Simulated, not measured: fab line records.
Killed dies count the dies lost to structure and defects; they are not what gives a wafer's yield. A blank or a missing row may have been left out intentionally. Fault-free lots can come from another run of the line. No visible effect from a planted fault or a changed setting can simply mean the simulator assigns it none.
Which tool is to blame? / flow nand-harc / route of 1159 steps, sampled at 1 step: 12 lots, 36 wafers

## WHAT EACH GAUGE READ, for each wafer
NHARC_A_CONTACT_INSPECT_44.
lot=L077; measured=day 16 15:27; on=defect-inspect-02; raw-defect-count=8 8 6
lot=L079; measured=day 16 19:31; on=defect-inspect-02; raw-defect-count=7 11 4
lot=L076; measured=day 16 22:45; on=defect-inspect-01; raw-defect-count=35 30 45
lot=L082; measured=day 18 08:07; on=defect-inspect-02; raw-defect-count=41 36 46
lot=L083; measured=day 18 14:29; on=defect-inspect-01; raw-defect-count=36 35 33
lot=L084; measured=day 18 21:37; on=defect-inspect-02; raw-defect-count=40 34 33
lot=L089; measured=day 20 02:35; on=defect-inspect-01; raw-defect-count=39 24 42
lot=L091; measured=day 20 08:49; on=defect-inspect-02; raw-defect-count=29 39 33
lot=L088; measured=day 20 14:49; on=defect-inspect-01; raw-defect-count=30 34 32
lot=L095; measured=day 20 19:50; on=defect-inspect-02; raw-defect-count=45 73 61
lot=L092; measured=day 21 16:20; on=defect-inspect-02; raw-defect-count=33 25 27
lot=L096; measured=day 21 23:10; on=defect-inspect-01; raw-defect-count=37 36 42

## WHICH TOOL RAN EACH LOT (tool, then ch and the chambers of the sampled wafers, then the start)
Record: no process step prior to these readings.

## THE ANSWER, worked out from the rows above alone
Rule: usual is defined by the lots themselves. Put in order of their means at a reading, lots are off if they are a third of the lots or fewer, leave a main group of 4 or more, and stand apart from it by a gap of 3 or more times the standard deviation of the main group's means; of several such gaps the widest counts. A main group is skipped when, at the precision printed for the reading in the tables above, its means are all equal. Also off: a lot with no number at a reading for which 4 or more lots have one. Any other lot the step has rows for is counted as sound.
None of the lots is off at any reading shown; this tells nothing.

## WHAT THE SIMULATOR PUT IN
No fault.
